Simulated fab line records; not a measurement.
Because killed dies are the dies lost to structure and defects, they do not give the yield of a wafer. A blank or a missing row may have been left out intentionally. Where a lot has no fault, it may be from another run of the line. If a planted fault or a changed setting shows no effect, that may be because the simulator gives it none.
fab line records + flow nandHarc
record:
- lots: 8
- wafers: 24
- lastDay: 33
route steps=1302 shown A_ONON_D2@552 A_CHANNEL_HOLE_D2@580 END@1301
lots that met no fault: from a run of the same line without faults
startH: start of the lot's first displayed wafer, in hours after the record's first day + waitH: how many hours have passed since the lot's step before this one + " the same as in the row above + L1.1+2: several wafers, shown together as one row + - either no value or no given start + * or withheld: withheld + < > ~ a bound
route shown NAME@n: a module of which the file shows steps, and the number in the route of the first + usual: average and standard deviation across the fault-free wafers + same: alike in all rows + chamber/n: place in a boat + sites: per-site readings + _std_site: how widely they spread, as a standard deviation + _edge_site: mean of outer sites minus mean of inner sites + radiusMm: for every site, how far away it sits from the centre of the wafer + mask NAME#n: copy n + behind: the tool/chamber that last shaped the wafer + hold: reason for holding the lot/hours on hold/outcome of the hold + device: which transistor (n, p or np) failed to switch + end of line: tests run on the same wafers once the route is complete + a step with no rows: only its recipe + killed: dies that structure and defects cost at the first sort, which is not the same as the wafer's yield + map: the dies of a wafer, with x for killed, . for not killed, _ for no die there
set.NAME: the setting the step ran with; set.NAME@STEP: the setting that earlier step ran with + model.NAME: the simulator's own value behind a step, which no gauge read
a sample of lots followed through the steps of the route, with each step as a table and each wafer as a row
services: the hour from which a tool's chamber was out of use, counted from the record's first day as startH (under 0 if before that day), plus the number of hours and why
== steps ==
step: NHARC_A_ONON_D2_THK_MEAS_11
recipe:
- thkMeasGauge: ellipsometry
usual:
- thkNm: 1000/9.4
| lot.wafer | tool         | chamber | startH | waitH | thkNm |
|-----------|--------------|---------|--------|-------|-------|
| L791.1    | filmMetro-01 | -       | 309.75 | -     | 999   |
| L791.2    | "            | -       | "      | "     | 998   |
| L791.5    | "            | -       | "      | "     | 999   |
| L793.3    | filmMetro-01 | -       | 324.99 | -     | 1002  |
| L793.4    | "            | -       | "      | "     | 1003  |
| L793.6    | "            | -       | "      | "     | 1001  |
| L796.2    | filmMetro-02 | -       | 348.40 | -     | 1014  |
| L796.4    | "            | -       | "      | "     | 1012  |
| L796.6    | "            | -       | "      | "     | 1013  |
| L799.1    | filmMetro-01 | -       | 382.30 | -     | 1011  |
| L799.3    | "            | -       | "      | "     | 1010  |
| L799.6    | "            | -       | "      | "     | 1010  |
| L803.2    | filmMetro-01 | -       | 417.47 | -     | 982   |
| L803.4    | "            | -       | "      | "     | 982   |
| L803.5    | "            | -       | "      | "     | 981   |
| L810.4    | filmMetro-02 | -       | 497.48 | -     | 996   |
| L810.5    | "            | -       | "      | "     | 997   |
| L810.6    | "            | -       | "      | "     | 996   |
| L809.1    | filmMetro-01 | -       | 497.57 | -     | 1002  |
| L809.4    | "            | -       | "      | "     | 1001  |
| L809.5    | "            | -       | "      | "     | 1003  |
| L811.1    | filmMetro-02 | -       | 504.45 | -     | 1003  |
| L811.3    | "            | -       | "      | "     | 1000  |
| L811.4    | "            | -       | "      | "     | 1002  |
step: NHARC_A_CHANNEL_HOLE_D2_PEB_08
recipe:
- pebTempC: 100
- pebTimeS: 65
| lot.wafer  | tool          | chamber | startH | waitH |
|------------|---------------|---------|--------|-------|
| L791.1+2+5 | lithoTrack-01 | 0       | 323.89 | 0.1   |
| L793.3+4+6 | lithoTrack-01 | 0       | 339.00 | 0.0   |
| L796.2+4+6 | lithoTrack-04 | 0       | 362.98 | 0.1   |
| L799.1+3+6 | lithoTrack-04 | 0       | 395.74 | 0.1   |
| L803.2+4+5 | lithoTrack-04 | 0       | 431.14 | 0.1   |
| L810.4+5+6 | lithoTrack-04 | 0       | 510.89 | 0.0   |
| L809.1+4+5 | lithoTrack-01 | 0       | 512.27 | 0.1   |
| L811.1+3+4 | lithoTrack-01 | 0       | 520.63 | 0.1   |
step: NHARC_A_CHANNEL_HOLE_D2_CD_MEAS_10
recipe:
- targetCdNm: 100
- landingEnergyEv: 500
usual:
- cdNm: 99.8/0.64
| lot.wafer | tool     | chamber | startH | waitH | cdNm  |
|-----------|----------|---------|--------|-------|-------|
| L791.1    | cdSem-02 | 0       | 323.97 | -     | 100.7 |
| L791.2    | "        | 0       | "      | "     | 99.3  |
| L791.5    | "        | 0       | "      | "     | 100.0 |
| L793.3    | cdSem-01 | 0       | 339.08 | -     | 98.7  |
| L793.4    | "        | 0       | "      | "     | 100.2 |
| L793.6    | "        | 0       | "      | "     | 99.6  |
| L796.2    | cdSem-03 | 0       | 363.07 | -     | 99.3  |
| L796.4    | "        | 0       | "      | "     | 99.2  |
| L796.6    | "        | 0       | "      | "     | 100.1 |
| L799.1    | cdSem-03 | 0       | 395.82 | -     | 99.4  |
| L799.3    | "        | 0       | "      | "     | 99.1  |
| L799.6    | "        | 0       | "      | "     | 99.5  |
| L803.2    | cdSem-03 | 0       | 431.22 | -     | 100.0 |
| L803.4    | "        | 0       | "      | "     | 99.6  |
| L803.5    | "        | 0       | "      | "     | 105.7 |
| L810.4    | cdSem-01 | 0       | 510.98 | -     | 100.1 |
| L810.5    | "        | 0       | "      | "     | 99.4  |
| L810.6    | "        | 0       | "      | "     | 100.2 |
| L809.1    | cdSem-01 | 0       | 512.35 | -     | 100.8 |
| L809.4    | "        | 0       | "      | "     | 100.4 |
| L809.5    | "        | 0       | "      | "     | 99.5  |
| L811.1    | cdSem-02 | 0       | 520.71 | -     | 100.9 |
| L811.3    | "        | 0       | "      | "     | 100.6 |
| L811.4    | "        | 0       | "      | "     | 100.4 |
step: NHARC_A_CHANNEL_HOLE_D2_ETCH_34
recipe:
- targetDepthA: 1540
- timeS: 77
- cf4FlowSccm: 100
- chf3FlowSccm: 30
- arFlowSccm: 0
- rfW: 500
- biasW: 200
- chemistry: CF4/CHF3
usual:
- chf3FlowSccm: 30.00/0.098
- drypumpMotorCurrentA: 5.7/0.54
- oesProductAu: 0.957/0.021
- rfVppV: 371.2/2.2
- showerheadPlenumPTorr: 1.59/0.062
- throttleValvePct: 16.802/0.0083
| lot.wafer | tool       | chamber | startH | waitH | chf3FlowSccm | drypumpMotorCurrentA | oesProductAu | rfHoursCounterH | rfVppV | showerheadPlenumPTorr | throttleValvePct |
|-----------|------------|---------|--------|-------|--------------|----------------------|--------------|-----------------|--------|-----------------------|------------------|
| L791.1    | rieDiel-04 | 2       | -      | -     | 29.96        | 4.7                  | 0.968        | 8.0             | 366.8  | 1.49                  | 16.817           |
| L791.2    | "          | 1       | "      | "     | 29.96        | 6.1                  | 0.955        | 7.8             | 372.4  | 1.64                  | 16.807           |
| L791.5    | "          | 3       | "      | "     | 30.04        | 5.9                  | 0.955        | -               | 372.0  | 1.61                  | 16.813           |
| L793.3    | rieDiel-11 | 3       | -      | -     | 30.04        | 5.1                  | 0.941        | 3.8             | 372.3  | 1.67                  | 16.818           |
| L793.4    | "          | 1       | "      | "     | 30.02        | 6.1                  | 0.932        | 3.7             | 369.6  | 1.52                  | 16.799           |
| L793.6    | "          | 2       | "      | "     | 29.87        | 6.0                  | 0.954        | -               | 375.5  | 1.69                  | 16.803           |
| L796.4    | rieDiel-12 | 0       | -      | -     | 29.99        | 5.9                  | 0.976        | 5.0             | 370.2  | 1.53                  | 16.807           |
| L796.2    | "          | 2       | "      | "     | 30.03        | 5.6                  | 0.955        | 7.3             | 370.2  | 1.56                  | 16.787           |
| L796.6    | "          | 3       | "      | "     | 30.19        | 5.1                  | 0.940        | -               | 372.3  | 1.62                  | 16.799           |
| L799.3    | rieDiel-11 | 3       | -      | -     | 29.78        | 5.1                  | 0.955        | 7.1             | 373.8  | 1.67                  | 16.821           |
| L799.1    | "          | 1       | "      | "     | 29.96        | 6.1                  | 0.948        | 6.3             | 368.8  | 1.52                  | 16.811           |
| L799.6    | "          | 3       | "      | "     | 29.99        | 5.1                  | 0.956        | -               | 374.2  | 1.67                  | 16.813           |
| L803.4    | rieDiel-04 | 2       | -      | -     | 30.09        | 4.7                  | 0.983        | 3.2             | 368.6  | 1.48                  | 16.803           |
| L803.2    | "          | 3       | "      | "     | 30.10        | 5.9                  | 0.966        | 3.7             | 373.0  | 1.61                  | 16.807           |
| L803.5    | "          | 1       | "      | "     | 29.85        | 6.1                  | 0.973        | -               | 371.8  | 1.64                  | 16.801           |
| L810.6    | rieDiel-11 | 0       | -      | -     | 29.85        | 6.6                  | 0.966        | -               | 373.2  | 1.62                  | 16.790           |
| L810.5    | "          | 2       | "      | "     | 29.99        | 6.0                  | 0.974        | -               | 373.6  | 1.69                  | 16.800           |
| L810.4    | "          | 3       | "      | "     | 29.96        | 5.1                  | 0.960        | -               | 373.2  | 1.67                  | 16.797           |
| L809.1    | rieDiel-12 | 2       | -      | -     | 30.12        | 5.6                  | 0.927        | 2.9             | 368.3  | 1.55                  | 16.796           |
| L809.4    | "          | 2       | "      | "     | 30.18        | 5.6                  | 0.941        | -               | 369.7  | 1.55                  | 16.805           |
| L809.5    | "          | 0       | "      | "     | 30.05        | 5.9                  | 0.971        | -               | 368.5  | 1.53                  | 16.801           |
| L811.3    | rieDiel-12 | 2       | -      | -     | 30.09        | 5.6                  | 0.943        | 4.1             | 371.4  | 1.55                  | 16.805           |
| L811.1    | "          | 3       | "      | "     | 29.96        | 5.1                  | 0.948        | 4.2             | 372.4  | 1.62                  | 16.800           |
| L811.4    | "          | 1       | "      | "     | 29.92        | 5.8                  | 0.976        | 4.1             | 368.7  | 1.53                  | 16.810           |
step: NHARC_A_CHANNEL_HOLE_D2_ETCH_22
recipe:
- biasV: 3000
- sourceW: withheld
- pressureMtorr: 20
- timeS: 666.7
- arFlowSccm: 375
- c4f8FlowSccm: 89.3
- o2FlowSccm: 35.7
- tempC: -20
- targetDepthA: 16000
- chemistry: C4F8/O2/Ar
usual:
- drypumpMotorCurrentA: 6.01/0.27
- oesAirLineAu: 1.000/0.023
- showerheadPlenumPTorr: 3.71/0.097
- throttleValvePct: 32.155/0.0095
| lot.wafer | tool       | chamber | startH | waitH | drypumpMotorCurrentA | oesAirLineAu | rfHoursCounterH | showerheadPlenumPTorr | throttleValvePct |
|-----------|------------|---------|--------|-------|----------------------|--------------|-----------------|-----------------------|------------------|
| L791.1    | harEtch-02 | 0       | 326.22 | 0.4   | 5.53                 | 1.015        | 375             | 3.72                  | 32.138           |
| L791.2    | "          | 1       | "      | "     | 6.14                 | 1.034        | 375             | 3.60                  | 32.158           |
| L791.5    | "          | 1       | "      | "     | 6.15                 | 1.006        | -               | 3.60                  | 32.141           |
| L793.3    | harEtch-01 | 0       | 341.51 | 0.4   | 6.14                 | 1.030        | -               | 3.68                  | 32.151           |
| L793.4    | "          | 1       | "      | "     | 6.18                 | 1.056        | -               | 3.68                  | 32.174           |
| L793.6    | "          | 1       | "      | "     | 6.17                 | 1.039        | -               | 3.68                  | 32.164           |
| L796.2    | harEtch-01 | 1       | 368.71 | 0.4   | 6.20                 | 0.996        | 192             | 3.68                  | 32.152           |
| L796.4    | "          | 0       | "      | "     | 6.17                 | 1.012        | -               | 3.68                  | 32.172           |
| L796.6    | "          | 0       | "      | "     | 6.18                 | 1.045        | -               | 3.68                  | 32.162           |
| L799.1    | harEtch-02 | 1       | 399.03 | 0.4   | 6.18                 | 0.989        | 5               | 3.93                  | 32.166           |
| L799.3    | "          | 1       | "      | "     | 6.18                 | 0.984        | -               | 3.93                  | 32.149           |
| L799.6    | "          | 0       | "      | "     | 5.55                 | 0.992        | -               | 3.70                  | 32.163           |
| L803.2    | harEtch-01 | 1       | 433.46 | 0.4   | 6.17                 | 0.997        | 234             | 3.65                  | 32.148           |
| L803.4    | "          | 1       | "      | "     | 6.16                 | 1.012        | -               | 3.65                  | 32.148           |
| L803.5    | "          | 1       | "      | "     | 6.18                 | 0.955        | -               | 3.65                  | 32.155           |
| L810.4    | harEtch-01 | 1       | 513.71 | 0.4   | 6.19                 | 1.006        | -               | 3.63                  | 32.142           |
| L810.5    | "          | 0       | "      | "     | 6.15                 | 0.983        | -               | 3.63                  | 32.153           |
| L810.6    | "          | 1       | "      | "     | 6.21                 | 1.020        | -               | 3.63                  | 32.165           |
| L809.1    | harEtch-02 | 1       | 514.79 | 0.4   | 6.18                 | 1.010        | 66              | 3.90                  | 32.159           |
| L809.4    | "          | 1       | "      | "     | 6.16                 | 0.981        | -               | 3.90                  | 32.151           |
| L809.5    | "          | 0       | "      | "     | 5.56                 | 1.016        | -               | 3.67                  | 32.172           |
| L811.1    | harEtch-02 | 0       | 526.94 | 0.4   | 5.53                 | 0.986        | 77              | 3.66                  | 32.157           |
| L811.4    | "          | 0       | "      | "     | 5.54                 | 0.992        | -               | 3.66                  | 32.163           |
| L811.3    | "          | 1       | "      | "     | 6.15                 | 0.997        | -               | 3.89                  | 32.147           |
step: NHARC_A_CHANNEL_HOLE_D2_CD_MEAS_31
usual:
- cdNm: 91.1/1.8
| lot.wafer | tool     | chamber | startH | waitH | cdNm |
|-----------|----------|---------|--------|-------|------|
| L791.1    | cdSem-02 | -       | 330.87 | -     | 94.9 |
| L791.2    | "        | -       | "      | "     | 89.3 |
| L791.5    | "        | -       | "      | "     | 92.1 |
| L793.3    | cdSem-02 | -       | 346.15 | -     | 89.6 |
| L793.4    | "        | -       | "      | "     | 90.9 |
| L793.6    | "        | -       | "      | "     | 90.6 |
| L796.2    | cdSem-01 | -       | 373.36 | -     | 92.4 |
| L796.4    | "        | -       | "      | "     | 92.2 |
| L796.6    | "        | -       | "      | "     | 91.7 |
| L799.1    | cdSem-01 | -       | 403.69 | -     | 93.0 |
| L799.3    | "        | -       | "      | "     | 87.5 |
| L799.6    | "        | -       | "      | "     | 87.5 |
| L803.2    | cdSem-03 | -       | 438.14 | -     | 93.6 |
| L803.4    | "        | -       | "      | "     | 91.2 |
| L803.5    | "        | -       | "      | "     | 98.5 |
| L810.4    | cdSem-03 | -       | 518.11 | -     | 88.8 |
| L810.5    | "        | -       | "      | "     | 88.0 |
| L810.6    | "        | -       | "      | "     | 88.1 |
| L809.1    | cdSem-02 | -       | 519.43 | -     | 89.2 |
| L809.4    | "        | -       | "      | "     | 91.4 |
| L809.5    | "        | -       | "      | "     | 89.4 |
| L811.1    | cdSem-01 | -       | 531.59 | -     | 91.7 |
| L811.3    | "        | -       | "      | "     | 91.4 |
| L811.4    | "        | -       | "      | "     | 91.4 |
step: NHARC_A_CHANNEL_HOLE_D2_XSEM_32
recipe:
- landingEnergyEv: 35000
usual:
- botCdNm: 75.6/1.9
- bowNm: 8.65/0.25
- tiltDeg: 0.09/0.042
| lot.wafer | tool    | chamber | startH | waitH | botCdNm | bowNm | tiltDeg |
|-----------|---------|---------|--------|-------|---------|-------|---------|
| L791.1    | xsem-02 | 0       | 330.96 | 0.1   | 78.5    | 8.45  | 0.12    |
| L791.2    | "       | 0       | "      | "     | 74.2    | 8.42  | 0.11    |
| L791.5    | "       | 0       | "      | "     | 75.7    | 8.49  | 0.11    |
| L793.3    | xsem-02 | 0       | 346.24 | 0.1   | 74.5    | 8.49  | 0.13    |
| L793.4    | "       | 0       | "      | "     | 76.2    | 8.54  | 0.13    |
| L793.6    | "       | 0       | "      | "     | 75.3    | 8.56  | 0.13    |
| L796.2    | xsem-02 | 0       | 373.45 | 0.1   | 76.3    | 8.70  | 0.03    |
| L796.4    | "       | 0       | "      | "     | 76.3    | 8.71  | 0.02    |
| L796.6    | "       | 0       | "      | "     | 77.2    | 8.63  | 0.03    |
| L799.1    | xsem-01 | 0       | 403.77 | 0.1   | 76.8    | 8.57  | 0.12    |
| L799.3    | "       | 0       | "      | "     | 72.0    | 8.53  | 0.12    |
| L799.6    | "       | 0       | "      | "     | 71.6    | 8.65  | 0.12    |
| L803.2    | xsem-02 | 0       | 438.23 | 0.1   | 77.5    | 8.80  | 0.12    |
| L803.4    | "       | 0       | "      | "     | 74.7    | 8.79  | 0.12    |
| L803.5    | "       | 0       | "      | "     | 81.7    | 8.77  | 0.12    |
| L810.4    | xsem-01 | 0       | 518.20 | 0.1   | 73.0    | 8.71  | 0.07    |
| L810.5    | "       | 0       | "      | "     | 72.2    | 8.67  | 0.06    |
| L810.6    | "       | 0       | "      | "     | 72.5    | 8.83  | 0.06    |
| L809.1    | xsem-02 | 0       | 519.53 | 0.1   | 72.8    | 8.80  | 0.08    |
| L809.4    | "       | 0       | "      | "     | 75.2    | 8.73  | 0.07    |
| L809.5    | "       | 0       | "      | "     | 73.6    | 8.77  | 0.07    |
| L811.1    | xsem-01 | 0       | 531.68 | 0.1   | 76.4    | 8.24  | 0.08    |
| L811.3    | "       | 0       | "      | "     | 76.0    | 8.25  | 0.08    |
| L811.4    | "       | 0       | "      | "     | 76.0    | 8.25  | 0.08    |
step: NHARC_END_WLT_00
usual:
- VT_DECK1_BOTTOM: 0.871/0.008
- VT_DECK1_BOTTOM_INNER: 0.871/0.008
- VT_DECK1_MEDIAN_NEAR_BOTTOM: 0.872/0.0078
- VT_DECK1_MEDIAN_NEAR_BOTTOM_INNER: 0.871/0.0074
- VT_DECK1_MIDDLE: 0.883/0.0079
- VT_DECK1_MIDDLE_INNER: 0.883/0.0077
- VT_DECK1_TOP: 0.895/0.0073
- VT_DECK1_TOP_INNER: 0.894/0.0072
- VT_DECK2_BOTTOM: 0.874/0.0074
- VT_DECK2_BOTTOM_INNER: 0.874/0.007
- VT_DECK2_MEDIAN_NEAR_BOTTOM: 0.875/0.0074
- VT_DECK2_MEDIAN_NEAR_BOTTOM_INNER: 0.875/0.0074
- VT_DECK2_MIDDLE: 0.884/0.006
- VT_DECK2_MIDDLE_INNER: 0.885/0.0067
- VT_DECK2_TOP: 0.894/0.0068
- VT_DECK2_TOP_INNER: 0.895/0.0064
| lot.wafer | tool      | chamber | startH | waitH | VT_DECK1_BOTTOM | VT_DECK1_BOTTOM_INNER | VT_DECK1_MEDIAN_NEAR_BOTTOM | VT_DECK1_MEDIAN_NEAR_BOTTOM_INNER | VT_DECK1_MIDDLE | VT_DECK1_MIDDLE_INNER | VT_DECK1_TOP | VT_DECK1_TOP_INNER | VT_DECK2_BOTTOM | VT_DECK2_BOTTOM_INNER | VT_DECK2_MEDIAN_NEAR_BOTTOM | VT_DECK2_MEDIAN_NEAR_BOTTOM_INNER | VT_DECK2_MIDDLE | VT_DECK2_MIDDLE_INNER | VT_DECK2_TOP | VT_DECK2_TOP_INNER |
|-----------|-----------|---------|--------|-------|-----------------|-----------------------|-----------------------------|-----------------------------------|-----------------|-----------------------|--------------|--------------------|-----------------|-----------------------|-----------------------------|-----------------------------------|-----------------|-----------------------|--------------|--------------------|
| L793.3    | prober-01 | -       | 621.81 | 1.0   | 0.871           | 0.869                 | 0.880                       | 0.878                             | 0.882           | 0.886                 | 0.885        | 0.892              | 0.871           | 0.864                 | 0.862                       | 0.862                             | 0.878           | 0.879                 | 0.899        | 0.885              |
| L793.4    | "         | -       | "      | "     | 0.873           | 0.874                 | 0.880                       | 0.879                             | 0.880           | 0.878                 | 0.899        | 0.887              | 0.865           | 0.865                 | 0.873                       | 0.868                             | 0.886           | 0.876                 | 0.895        | 0.891              |
| L793.6    | "         | -       | "      | "     | 0.861           | 0.861                 | 0.869                       | 0.865                             | 0.879           | 0.884                 | 0.891        | 0.891              | 0.868           | 0.863                 | 0.863                       | 0.868                             | 0.881           | 0.878                 | 0.898        | 0.893              |
| L791.1    | prober-01 | -       | 628.63 | 7.8   | 0.865           | 0.866                 | 0.873                       | 0.869                             | 0.884           | 0.881                 | 0.886        | 0.882              | 0.873           | 0.874                 | 0.876                       | 0.879                             | 0.874           | 0.873                 | 0.882        | 0.889              |
| L791.2    | "         | -       | "      | "     | 0.865           | 0.856                 | 0.862                       | 0.867                             | 0.884           | 0.872                 | 0.886        | 0.882              | 0.860           | 0.860                 | 0.859                       | 0.861                             | 0.870           | 0.879                 | 0.878        | 0.879              |
| L791.5    | "         | -       | 630.65 | 9.9   | 0.875           | 0.867                 | 0.867                       | 0.873                             | 0.879           | 0.883                 | 0.885        | 0.886              | 0.859           | 0.876                 | 0.874                       | 0.866                             | 0.873           | 0.874                 | 0.878        | 0.884              |
| L796.2    | prober-02 | -       | 641.08 | 14.3  | 0.874           | 0.873                 | 0.876                       | 0.873                             | 0.877           | 0.887                 | 0.893        | 0.891              | 0.875           | 0.876                 | 0.882                       | 0.866                             | 0.870           | 0.893                 | 0.896        | 0.891              |
| L796.4    | "         | -       | 642.08 | 15.3  | 0.875           | 0.873                 | 0.882                       | 0.867                             | 0.881           | 0.888                 | 0.888        | 0.898              | 0.878           | 0.882                 | 0.876                       | 0.878                             | 0.879           | 0.880                 | 0.896        | 0.899              |
| L796.6    | "         | -       | 643.09 | 16.3  | 0.880           | 0.878                 | 0.888                       | 0.873                             | 0.884           | 0.878                 | 0.888        | 0.889              | 0.878           | 0.873                 | 0.878                       | 0.879                             | 0.892           | 0.889                 | 0.897        | 0.896              |
| L799.1    | prober-01 | -       | 670.20 | 7.8   | 0.859           | 0.864                 | 0.867                       | 0.874                             | 0.878           | 0.882                 | 0.887        | 0.896              | 0.879           | 0.874                 | 0.887                       | 0.875                             | 0.887           | 0.891                 | 0.883        | 0.895              |
| L799.3    | "         | -       | 671.20 | 8.8   | 0.863           | 0.863                 | 0.862                       | 0.868                             | 0.873           | 0.873                 | 0.894        | 0.896              | 0.859           | 0.862                 | 0.868                       | 0.856                             | 0.883           | 0.878                 | 0.887        | 0.888              |
| L799.6    | "         | -       | 672.71 | 10.3  | 0.870           | 0.869                 | 0.860                       | 0.877                             | 0.877           | 0.885                 | 0.888        | 0.899              | 0.863           | 0.865                 | 0.856                       | 0.869                             | 0.874           | 0.882                 | 0.892        | 0.894              |
| L803.2    | prober-02 | -       | 702.42 | 0.6   | 0.880           | 0.875                 | 0.873                       | 0.874                             | 0.884           | 0.891                 | 0.899        | 0.904              | 0.893           | 0.889                 | 0.884                       | 0.880                             | 0.891           | 0.892                 | 0.895        | 0.902              |
| L803.4    | "         | -       | 703.43 | 1.6   | 0.882           | 0.885                 | 0.880                       | 0.880                             | 0.892           | 0.884                 | 0.901        | 0.905              | 0.876           | 0.879                 | 0.890                       | 0.880                             | 0.888           | 0.895                 | 0.903        | 0.904              |
| L803.5    | "         | -       | "      | "     | 0.883           | 0.873                 | 0.877                       | 0.871                             | 0.885           | 0.883                 | 0.903        | 0.899              | 0.898           | 0.897                 | 0.896                       | 0.893                             | 0.897           | 0.906                 | 0.912        | 0.911              |
| L809.1    | prober-02 | -       | 775.83 | 0.1   | 0.874           | 0.883                 | 0.880                       | 0.877                             | 0.888           | 0.884                 | 0.892        | 0.901              | 0.864           | 0.867                 | 0.870                       | 0.868                             | 0.881           | 0.877                 | 0.894        | 0.908              |
| L809.4    | "         | -       | 777.33 | 1.6   | 0.876           | 0.875                 | 0.875                       | 0.880                             | 0.883           | 0.896                 | 0.902        | 0.906              | 0.880           | 0.885                 | 0.878                       | 0.880                             | 0.892           | 0.889                 | 0.899        | 0.892              |
| L809.5    | "         | -       | "      | "     | 0.880           | 0.866                 | 0.878                       | 0.881                             | 0.894           | 0.890                 | 0.901        | 0.900              | 0.873           | 0.869                 | 0.876                       | 0.872                             | 0.884           | 0.888                 | 0.900        | 0.902              |
| L810.4    | prober-01 | -       | 777.34 | 1.5   | 0.870           | 0.866                 | 0.864                       | 0.864                             | 0.888           | 0.872                 | 0.890        | 0.886              | 0.873           | 0.871                 | 0.866                       | 0.867                             | 0.882           | 0.883                 | 0.897        | 0.894              |
| L810.5    | "         | -       | "      | "     | 0.865           | 0.873                 | 0.882                       | 0.871                             | 0.876           | 0.874                 | 0.887        | 0.884              | 0.871           | 0.864                 | 0.863                       | 0.867                             | 0.882           | 0.877                 | 0.892        | 0.897              |
| L810.6    | "         | -       | "      | "     | 0.864           | 0.869                 | 0.858                       | 0.868                             | 0.877           | 0.885                 | 0.897        | 0.892              | 0.867           | 0.868                 | 0.866                       | 0.861                             | 0.884           | 0.880                 | 0.890        | 0.897              |
| L811.1    | prober-01 | -       | 795.51 | 0.0   | 0.873           | 0.873                 | 0.875                       | 0.876                             | 0.882           | 0.880                 | 0.889        | 0.897              | 0.875           | 0.867                 | 0.875                       | 0.878                             | 0.888           | 0.895                 | 0.905        | 0.898              |
| L811.3    | "         | -       | 796.52 | 1.0   | 0.867           | 0.879                 | 0.872                       | 0.874                             | 0.893           | 0.879                 | 0.902        | 0.895              | 0.873           | 0.871                 | 0.880                       | 0.883                             | 0.885           | 0.886                 | 0.900        | 0.900              |
| L811.4    | "         | -       | "      | "     | 0.874           | 0.865                 | 0.873                       | 0.874                             | 0.879           | 0.883                 | 0.896        | 0.899              | 0.875           | 0.888                 | 0.878                       | 0.880                             | 0.885           | 0.881                 | 0.901        | 0.894              |
== services ==
| tool          | chamber | startH | hours | kind                         |
|---------------|---------|--------|-------|------------------------------|
| rieDiel-12    | 0       | 301.90 | -     | clean                        |
| lithoTrack-01 | -       | 330.00 | 7.0   | pm                           |
| rieDiel-04    | 1       | 339.61 | 9.7   | repair                       |
| rieDiel-04    | -       | 354.97 | 9.0   | pm                           |
| rieDiel-12    | 1       | 373.98 | 2.8   | repair                       |
| xsem-01       | -       | 374.00 | 14.0  | pm                           |
| harEtch-02    | -       | 377.00 | 17.0  | pm                           |
| harEtch-02    | 0       | 377.00 | 17.0  | ventCycle                    |
| harEtch-02    | 1       | 377.00 | 17.0  | ventCycle                    |
| lithoTrack-04 | -       | 378.00 | 7.0   | pm                           |
| rieDiel-04    | 0       | 379.01 | 8.6   | repair                       |
| harEtch-02    | 0       | 394.00 | -     | clean                        |
| harEtch-02    | 0       | 394.00 | -     | consumableReplace:focusRing  |
| harEtch-02    | 1       | 394.00 | -     | clean                        |
| harEtch-02    | 1       | 394.00 | -     | consumableReplace:focusRing  |
| harEtch-02    | 1       | 394.00 | -     | consumableReplace:showerhead |
| xsem-01       | -       | 395.96 | 1.5   | repair                       |
| rieDiel-11    | -       | 432.50 | 9.0   | pm                           |
| rieDiel-12    | -       | 445.40 | 9.0   | pm                           |
| rieDiel-11    | -       | 463.34 | 0.4   | repair                       |
| rieDiel-04    | 2       | 471.33 | 2.9   | repair                       |
| lithoTrack-04 | -       | 484.19 | -     | consumableReplace:filter     |
| lithoTrack-01 | -       | 505.00 | 7.0   | pm                           |
| rieDiel-12    | 1       | 505.49 | 7.7   | repair                       |
== key ==
firstSign:
- step: NHARC_A_CHANNEL_HOLE_D2_CD_MEAS_10
- reading: cdNm
- direction: up
- sigmas: 9.4
- usual: 99.8
- struck: 105.7
effect:
- step: NHARC_A_CHANNEL_HOLE_D2_CD_MEAS_31
- reading: cdNm
- direction: up
- sigmas: 4.1
- usual: 91.1
- struck: 98.5
effect:
- step: NHARC_A_CHANNEL_HOLE_D2_XSEM_32
- reading: botCdNm
- direction: up
- sigmas: 3.3
- usual: 75.6
- struck: 81.7
effect:
- step: NHARC_END_WLT_00
- reading: VT_DECK2_BOTTOM_INNER
- direction: up
- sigmas: 3.4
- usual: 0.874
- struck: 0.897
metAt NHARC_A_CHANNEL_HOLE_D2_PEB_08
struckLots L803
struckWafers L803.5
testerLeftOut L803
notActingAt NHARC_A_ONON_D2_THK_MEAS_11,NHARC_A_CHANNEL_HOLE_D2_ETCH_34,NHARC_A_CHANNEL_HOLE_D2_ETCH_22
onsetBetween 395.74 431.14
fault:
- kind: processParameterDrift
- tool: lithoTrack-04
- chamber: -
- onsetH: 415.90
- steps: NHARC_A_CHANNEL_HOLE_D2_PEB_08
- channel: pebTimeS
- offset: *
- shape: step
- endH: 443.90
- scope: struckWafersOnly
- actsIn: *
- stated: *
testerLeftOut: of these lots the tester's yield and bins aren't shown, on N5 and GAA mostly nor the transistor test; their killed dies are dies lost to structure and defects alone, not to doping, threshold or leakage, so they don't give the yield
